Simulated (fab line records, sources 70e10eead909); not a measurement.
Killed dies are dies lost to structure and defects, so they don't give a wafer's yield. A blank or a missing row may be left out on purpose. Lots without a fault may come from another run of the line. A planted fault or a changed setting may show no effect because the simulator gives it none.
Which tool did it? | flow nand_harc | 12 lots, 36 wafers sampled, at 2 steps of a route of 1302

WHAT THE GAUGES READ, wafer by wafer
NHARC_A_M1_OVL_MEAS_10: pitch 240 nm.
lot  | measured     | on         | overlay_x_nm (nm)
L076 | day 23 12:05 | overlay-02 | 0.9 0.9 0.6
L077 | day 24 03:21 | overlay-01 | 0.1 0.3 0.6
L079 | day 25 14:46 | overlay-01 | -1.4 -1.1 -1.4
L081 | day 26 06:49 | overlay-02 | -0.1 0.1 0.0
L083 | day 27 03:25 | overlay-02 | 0.1 0.5 0.2
L085 | day 27 11:13 | overlay-01 | -0.8 -1.0 -1.4
L087 | day 28 09:44 | overlay-01 | 1.6 1.8 2.2
L089 | day 29 00:54 | overlay-02 | -1.4 -0.8 -1.2
L091 | day 30 21:23 | overlay-01 | 0.5 0.7 0.6
L093 | day 31 02:28 | overlay-01 | -0.3 -0.9 -0.8
L095 | day 31 23:05 | overlay-02 | 0.0 0.2 0.2
L096 | day 32 14:33 | overlay-02 | 0.2 0.2 -0.5

WHICH TOOL RAN EACH LOT (tool, then ch and the chambers of the sampled wafers, then the start)
lot  | NHARC_A_M0_DESCUM_14
L076 | rie_diel-03 ch 0,1, day 23 08:17
L077 | rie_diel-03 ch 0,1,3, day 23 23:31
L079 | rie_diel-11 ch 0,1, day 25 10:35
L081 | rie_diel-11 ch 0,3, day 26 02:49
L083 | rie_diel-05 ch 0,2,3, day 26 23:36
L085 | rie_diel-11 ch 1,2,3, day 27 06:49
L087 | rie_diel-05 ch 0,2,3, day 28 05:54
L089 | rie_diel-05 ch 0,1,3, day 28 20:50
L091 | rie_diel-11 ch 0,2, day 30 17:27
L093 | rie_diel-03 ch 1,2, day 30 22:31
L095 | rie_diel-05 ch 0,1,3, day 31 18:33
L096 | rie_diel-11 ch 0,2,3, day 32 10:37
- NHARC_A_M0_DESCUM_14: chemistry O2, time 3 s.

THE ANSWER, worked out from the rows above alone
Rule: what is usual is taken from the lots themselves. Put in order of their means at a reading, lots are off if they are a third of the lots or fewer, leave a main group of 4 or more, and stand apart from it by a gap of 3 or more times the standard deviation of the main group's means; of several such gaps the widest counts. A main group whose means are all the same, to the digits that the tables above print for the reading, isn't used. A lot without any number at a reading at which 4 lots or more have one is off too. The other lots that the step has rows for count as sound.
No lot is off at any reading shown: from this, nothing can be told.

WHAT THE SIMULATOR HAD PUT IN
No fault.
